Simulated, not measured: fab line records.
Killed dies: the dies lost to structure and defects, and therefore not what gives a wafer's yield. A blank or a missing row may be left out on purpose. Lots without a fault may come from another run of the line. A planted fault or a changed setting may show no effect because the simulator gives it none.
A lot that was struck, set against a sound lot	flow n5-finfet	15 out of 1938 route steps
Sound: the wafers L841.2, L841.4, L841.5. Struck: wafer L849.4 (left out: L849.6, a lot-mate that was not struck); the cause follows at the end.
For every step that has rows: the tool of each side, followed by ch and its chambers, followed by its first start. Under that, the readings that differ: sound wafers	struck wafers	difference of the means	sigmas: that difference in standard deviations of wafers without a fault.
alike: a reading whose means differ by less than 2 such deviations, as well as words and numbers matching on both sides. not compared: withheld readings; readings where some wafer has no value; bounds like >300 that might hide an equal value; numbers whose values overlap and for which the record gives no deviation.
The two part at a step that has a row with sigmas, a row that says differs or no value, or rows on one side only. Non-overlapping numbers with no deviation appear without sigmas and do not part them. A reading that every wafer of one side lacks parts them only if that side has two wafers or more.

N5_BEOL_M7_OVL_MEAS_29:
  sound on overlay-02 ch 0, day 11 04:02; struck on overlay-01 ch 0, day 13 17:50
  alike: V6_OVL
N5_BEOL_M7_INSPECT_30: inspects for defects (brightfield).
  struck on defect-inspect-01, day 13 17:52; sound on defect-inspect-01, day 11 04:05
  alike: raw-defect-count
N5_BEOL_M7_DESCUM_33: chemistry O2, time 7 s.
  sound on rie-diel-02 ch 0,1, day 11 04:49; struck on rie-diel-04 ch 3, day 13 17:55
reading	sound	struck	difference	sigmas
drypump-motor-current-A (A)	6.5 5.9 5.9	5.4	-0.7	-2
  alike: oes-product-au, rf-vpp-V, showerhead-plenum-p-Torr, temp-c, throttle-valve-pct
  not compared: rf-hours-counter-h
N5_BEOL_M7_ETCH_72: etches underlayer in N2/H2, target depth 6.5 nm, time 5.2 s.
  sound on rie-diel-02 ch 0,1, day 11 04:52; struck on rie-diel-04 ch 3, day 13 17:56
reading	sound	struck	difference	sigmas
etch-rf-on-time-s (s)	5.39 5.40 5.40	4.87	-0.53	-3
  alike: drypump-motor-current-A, oes-product-au, rf-vpp-V, showerhead-plenum-p-Torr, throttle-valve-pct
  not compared: rf-hours-counter-h
then, 1 step without rows for these wafers: N5_BEOL_M7_ETCH_65 (etches SiARC in CF4, target depth 15.6 nm, time 26 s).
N5_BEOL_M7_ETCH_66: etches SOC in N2/H2, target depth 80 nm, overetch 16 nm, time 120 s.
  sound on rie-diel-02 ch 0,1, day 11 04:54; struck on rie-diel-04 ch 3, day 13 17:59
reading	sound	struck	difference	sigmas
drypump-motor-current-A (A)	6.6 5.9 5.9	5.4	-0.7	-2
  alike: oes-product-au, rf-vpp-V, showerhead-plenum-p-Torr, temp-c, throttle-valve-pct
  not compared: rf-hours-counter-h
then, 5 steps without rows for these wafers: N5_BEOL_M7_STRIP_69 (strips in N2/H2); N5_BEOL_M7_STRIP_73 (strips in N2/H2); N5_BEOL_M7_VIA_ETCH_34 (etches SiCOH lowk in C4F6/O2, target depth 125.5 nm, time 50.5 s); N5_BEOL_M7_STRIP_76 (strips in C4F6/O2); N5_BEOL_M7_STRIP_36 (strips in N2/H2).
N5_BEOL_M7_TRENCH_ETCH_37: etches SiCOH lowk in C4F6/O2, target depth 93.478 nm, time 31.2 s.
  sound on rie-diel-02 ch 0,1; struck on rie-diel-04 ch 3
  alike: drypump-motor-current-A, oes-product-au, rf-vpp-V, showerhead-plenum-p-Torr, throttle-valve-pct
  not compared: rf-hours-counter-h
N5_BEOL_M7_ETCH_41: etches SiCN in CH3F/O2, target depth 31.9 nm, time 57.8 s.
  sound on rie-diel-02 ch 0,1, day 11 05:08; struck on rie-diel-04 ch 3, day 13 18:13
reading	sound	struck	difference	sigmas
model.etch.depth-nm (nm)	21.09 21.35 20.98	17.12	-4.02	
  alike: drypump-motor-current-A, oes-product-au, rf-vpp-V, showerhead-plenum-p-Torr, throttle-valve-pct
  not compared: rf-hours-counter-h
N5_BEOL_M7_STRIP_80: strips in N2/H2, time 10 s.
  sound on rie-diel-02 ch 0,1; struck on rie-diel-04 ch 3
reading	sound	struck	difference	sigmas
drypump-motor-current-A (A)	6.5 5.9 5.9	5.4	-0.7	-2
  alike: oes-product-au, rf-vpp-V, showerhead-plenum-p-Torr, temp-c, throttle-valve-pct
  not compared: rf-hours-counter-h
-- here the record skips 3 days between the struck wafers' starts before and after, leaving off in module BEOL_M7 and picking up in module PASSIVATION (first step shown: number 1936 of the route) --
N5_PASSIVATION_PROBE_49:
  record: rows for the struck wafers here (prober-01, day 16 22:27), none for the sound ones

## WHERE THEY PART
Last at N5_PASSIVATION_PROBE_49 as far as this record goes, first at N5_BEOL_M7_DESCUM_33.

WHY: what had been put in by the simulator
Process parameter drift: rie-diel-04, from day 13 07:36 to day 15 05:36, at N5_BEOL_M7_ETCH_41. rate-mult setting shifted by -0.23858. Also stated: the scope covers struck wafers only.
